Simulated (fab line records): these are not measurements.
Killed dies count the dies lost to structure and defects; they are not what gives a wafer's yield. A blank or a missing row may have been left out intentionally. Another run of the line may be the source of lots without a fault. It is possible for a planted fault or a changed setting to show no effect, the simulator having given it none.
Which tool is to blame?	flow n5Finfet	24 lots, 72 wafers sampled, at 5 steps of a route of 1938

== WHAT THE GAUGES READ, wafer by wafer ==
N5_BEOL_M13_RS_MEAS_54: the measuring method here is four-point-probe. Usual: M13_RS gives 0.0451 ohm/sq (standard deviation 0.00069).
lot	measured	on	M13_RS (ohm/sq)	flag
L074	day 12 09:30	filmMetro-02	0.0453 0.0448 0.0437	
L075	day 13 02:32	filmMetro-01	0.0461 0.0443 0.0443	
L078	day 13 09:49	filmMetro-01	0.0433 0.0451 0.0449	
L076	day 13 17:17	filmMetro-02	0.0447 0.0446 0.0443	
L077	day 13 19:14	filmMetro-02	0.0439 0.0455 0.0455	
L079	day 14 08:16	filmMetro-02	0.0451 0.0455 0.0450	
L083	day 14 10:10	filmMetro-01	0.0454 0.0458 0.0454	
L082	day 14 12:48	filmMetro-01	0.0465 0.0454 0.0461	
L080	day 14 21:40	filmMetro-01	0.0444 0.0450 0.0445	
L084	day 15 11:26	filmMetro-01	0.0442 0.0457 0.0461	
L081	day 15 13:59	filmMetro-02	0.0458 0.0459 0.0445	
L085	day 15 17:22	filmMetro-01	0.0451 0.0449 0.0447	
L088	day 16 04:11	filmMetro-02	0.0452 0.0461 0.0451	
L087	day 16 09:26	filmMetro-01	0.0441 0.0456 0.0454	
L089	day 16 14:44	filmMetro-02	0.0451 0.0462 0.0458	
L086	day 16 18:53	filmMetro-02	0.0456 0.0456 0.0442	
L091	day 16 19:40	filmMetro-02	0.0458 0.0446 0.0450	
L093	day 17 19:12	filmMetro-01	0.0452 0.0451 0.0465	
L092	day 18 00:14	filmMetro-01	0.0456 0.0458 0.0452	
L094	day 18 14:02	filmMetro-02	0.0456 0.0446 0.0449	
L090	day 18 20:02	filmMetro-01	0.0446 0.0447 0.0442	
L096	day 19 17:28	filmMetro-01	0.0451 0.0460 0.0459	
L097	day 19 17:53	filmMetro-01	0.0456 0.0461 0.0452	
L095	day 20 02:08	filmMetro-02	0.0435 0.0452 0.0451	

N5_BEOL_M13_INSPECT_55: inspects for defects (darkfield). Usual: rawDefectCount reads 66 (standard deviation 24).
lot	measured	on	rawDefectCount	flag
L074	day 12 09:31	defectInspect-02	93 91 77	
L075	day 13 02:34	defectInspect-02	77 34 59	
L078	day 13 09:50	defectInspect-01	42 43 36	
L076	day 13 17:19	defectInspect-01	60 47 38	
L077	day 13 19:15	defectInspect-01	73 57 29	
L079	day 14 08:17	defectInspect-02	141 51 128	
L083	day 14 10:11	defectInspect-01	105 114 77	
L082	day 14 12:50	defectInspect-02	100 96 104	
L080	day 14 21:42	defectInspect-01	66 87 85	
L084	day 15 11:28	defectInspect-01	125 69 119	
L081	day 15 14:00	defectInspect-02	93 72 103	
L085	day 15 17:24	defectInspect-01	80 123 55	
L088	day 16 04:13	defectInspect-02	63 46 49	
L087	day 16 09:27	defectInspect-01	64 55 87	
L089	day 16 14:46	defectInspect-01	60 70 85	
L086	day 16 18:55	defectInspect-02	71 40 50	
L091	day 16 19:41	defectInspect-01	64 62 34	
L093	day 17 19:14	defectInspect-01	63 55 41	
L092	day 18 00:16	defectInspect-01	70 109 79	
L094	day 18 14:04	defectInspect-01	38 41 31	
L090	day 18 20:04	defectInspect-01	102 48 49	
L096	day 19 17:29	defectInspect-01	75 55 64	
L097	day 19 17:55	defectInspect-02	98 95 101	
L095	day 20 02:10	defectInspect-02	45 50 47	

N5_BEOL_M14_INSPECT_12: inspects for defects (macro). Usual: rawDefectCount reads 2.1 (standard deviation 1.4).
lot	measured	on	rawDefectCount	flag
L074	day 12 10:14	defectInspect-02	1 2 2	
L075	day 13 03:08	defectInspect-02	1 2 2	
L078	day 13 10:28	defectInspect-01	3 2 2	
L076	day 13 18:01	defectInspect-02	2 1 3	
L077	day 13 20:03	defectInspect-01	0 1 2	
L079	day 14 09:00	defectInspect-02	1 1 4	
L083	day 14 10:47	defectInspect-01	3 5 2	
L082	day 14 13:29	defectInspect-01	1 3 3	
L080	day 14 22:17	defectInspect-02	2 5 4	
L084	day 15 12:04	defectInspect-01	2 0 4	
L081	day 15 14:43	defectInspect-02	0 4 2	
L085	day 15 17:59	defectInspect-01	2 4 3	
L088	day 16 04:55	defectInspect-01	1 2 3	
L087	day 16 10:14	defectInspect-01	3 2 1	
L089	day 16 15:21	defectInspect-02	3 0 7	
L086	day 16 19:38	defectInspect-01	3 1 2	
L091	day 16 20:17	defectInspect-01	1 3 6	
L093	day 17 20:01	defectInspect-02	2 3 5	
L092	day 18 00:52	defectInspect-01	0 2 2	
L094	day 18 14:39	defectInspect-02	2 2 3	
L090	day 18 20:46	defectInspect-02	2 1 2	
L096	day 19 18:04	defectInspect-01	2 3 0	
L097	day 19 18:33	defectInspect-02	4 3 1	
L095	day 20 02:45	defectInspect-02	2 1 2	

N5_BEOL_M14_THK_MEAS_50: measures by xrf. Usual: M14_THK gives 560 nm (standard deviation 18).
lot	measured	on	M14_THK (nm)	flag
L074	day 12 14:10	filmMetro-01	557 595 598	
L075	day 13 10:01	filmMetro-01	534 551 538	
L078	day 13 16:10	filmMetro-01	585 546 584	
L076	day 14 02:30	filmMetro-02	523 551 570	
L077	day 14 03:40	filmMetro-01	575 559 578	
L079	day 14 13:35	filmMetro-02	542 559 556	
L083	day 14 15:14	filmMetro-02	562 563 569	
L082	day 14 18:19	filmMetro-02	537 541 569	
L080	day 15 03:28	filmMetro-01	528 536 573	
L084	day 15 17:01	filmMetro-01	549 574 550	
L081	day 15 20:41	filmMetro-02	578 566 567	
L085	day 16 00:26	filmMetro-02	553 571 571	
L088	day 16 09:49	filmMetro-01	579 559 584	
L087	day 16 13:56	filmMetro-02	543 569 526	
L089	day 16 18:38	filmMetro-01	546 536 542	
L086	day 17 01:52	filmMetro-02	571 528 563	
L091	day 17 02:08	filmMetro-01	557 556 579	
L093	day 17 23:44	filmMetro-01	572 578 564	
L092	day 18 08:11	filmMetro-01	584 583 581	
L094	day 18 19:32	filmMetro-02	560 563 552	
L090	day 19 16:28	filmMetro-02	511 553 557	
L096	day 19 23:37	filmMetro-02	561 558 561	
L097	day 19 22:52	filmMetro-01	559 573 561	
L095	day 20 10:04	filmMetro-01	574 556 575	

== WHAT TOOL EACH LOT RAN ON (gives the tool, then ch and the chambers of the sampled wafers, and finally the start) ==
lot	N5_BEOL_M14_DESCUM_33
L074	rieDiel-04 ch 1,3, day 12 11:54
L075	rieDiel-01 ch 1,2,3, day 13 04:16
L078	rieDiel-04 ch 0,2, day 13 11:31
L076	rieDiel-01 ch 0,1,2, day 13 19:03
L077	rieDiel-05 ch 2,3, day 13 20:56
L079	rieDiel-05 ch 0,1, day 14 10:34
L083	rieDiel-05 ch 1,2, day 14 11:40
L082	rieDiel-01 ch 0,3, day 14 14:30
L080	rieDiel-01 ch 0,1,3, day 14 23:39
L084	rieDiel-04 ch 1,3, day 15 13:04
L081	rieDiel-05 ch 1,3, day 15 15:51
L085	rieDiel-05 ch 1,3, day 15 18:55
L088	rieDiel-05 ch 2,3, day 16 06:43
L087	rieDiel-01 ch 1,2,3, day 16 11:08
L089	rieDiel-01 ch 1,3, day 16 16:14
L086	rieDiel-04 ch 0,2,3, day 16 20:38
L091	rieDiel-05 ch 0,1,3, day 16 21:10
L093	rieDiel-01 ch 0,2, day 17 20:55
L092	rieDiel-04 ch 2,3, day 18 01:44
L094	rieDiel-04 ch 1,2, day 18 15:40
L090	rieDiel-01 ch 1,2, day 18 21:39
L096	rieDiel-05 ch 0,1,2, day 19 18:58
L097	rieDiel-04 ch 1,2, day 19 19:26
L095	rieDiel-05 ch 2,3, day 20 04:14
- N5_BEOL_M14_DESCUM_33: chemistry O2, time 7.9 s.

== WHAT THE TOOLS THEMSELVES READ (means of the sampled wafers that have a number; where no wafer has one, the mark that the record gives instead) ==
N5_BEOL_M14_DESCUM_33. Usual: drypumpMotorCurrentA 5.6 A, standard deviation 0.41; oesProductAu 0.81 a.u., standard deviation 0.096; rfVppV 243.2 V, standard deviation 1.5; showerheadPlenumPTorr 2.10 Torr, standard deviation 0.08; throttleValvePct 20.41 %, standard deviation 0.29.
lot	tool	drypumpMotorCurrentA (A)	oesProductAu (a.u.)	rfVppV (V)	showerheadPlenumPTorr (Torr)	throttleValvePct (%)	flag
L074	rieDiel-04	5.7	0.73	241.3	2.01	20.65	
L075	rieDiel-01	5.3	0.72	242.5	2.08	20.52	
L078	rieDiel-04	5.7	0.81	243.2	2.11	20.40	
L076	rieDiel-01	5.7	0.78	243.9	2.13	20.40	
L077	rieDiel-05	5.4	0.95	245.6	2.20	20.04	
L079	rieDiel-05	5.8	0.72	243.1	2.04	20.65	
L083	rieDiel-05	5.6	0.86	243.2	2.11	20.38	
L082	rieDiel-01	5.5	0.78	241.0	2.06	20.61	
L080	rieDiel-01	5.7	0.79	244.0	2.11	20.45	
L084	rieDiel-04	5.9	0.69	241.2	1.99	20.71	
L081	rieDiel-05	6.0	0.79	242.9	2.13	20.62	
L085	rieDiel-05	5.7	0.86	245.0	2.18	20.34	
L088	rieDiel-05	5.3	0.90	243.5	2.15	20.12	
L087	rieDiel-01	5.3	0.81	242.5	2.07	20.40	
L089	rieDiel-01	5.3	0.70	242.1	2.06	20.59	
L086	rieDiel-04	5.6	0.75	242.7	2.07	20.51	
L091	rieDiel-05	5.6	0.85	244.0	2.17	20.29	
L093	rieDiel-01	5.9	0.89	243.6	2.12	20.35	
L092	rieDiel-04	5.6	0.76	241.9	2.06	20.60	
L094	rieDiel-04	5.9	0.91	244.8	2.19	20.48	
L090	rieDiel-01	5.3	0.85	242.6	2.08	20.25	
L096	rieDiel-05	5.5	0.82	243.5	2.12	20.36	
L097	rieDiel-04	5.9	0.89	244.1	2.18	20.49	
L095	rieDiel-05	5.4	0.86	244.1	2.18	20.13	

== THE ANSWER, worked out from the rows above alone ==
Rule: a lot is off if the mean of its wafers that have a number lies more than 3 standard deviations from the usual mean. A lot without any number at a reading at which 4 lots or more have one is off too. All remaining lots with rows at the step are treated as sound. Order of review: gauges by route order, followed by the tools' own readings, for which a lot's mean as printed above is used. The first step at which some lot is off is used, and at that step the reading that is off furthest; a lot without a number counts as furthest.
Across all readings shown, no lot is off: no conclusion can be drawn from this.

== WHAT THE SIMULATOR HAD INSERTED ==
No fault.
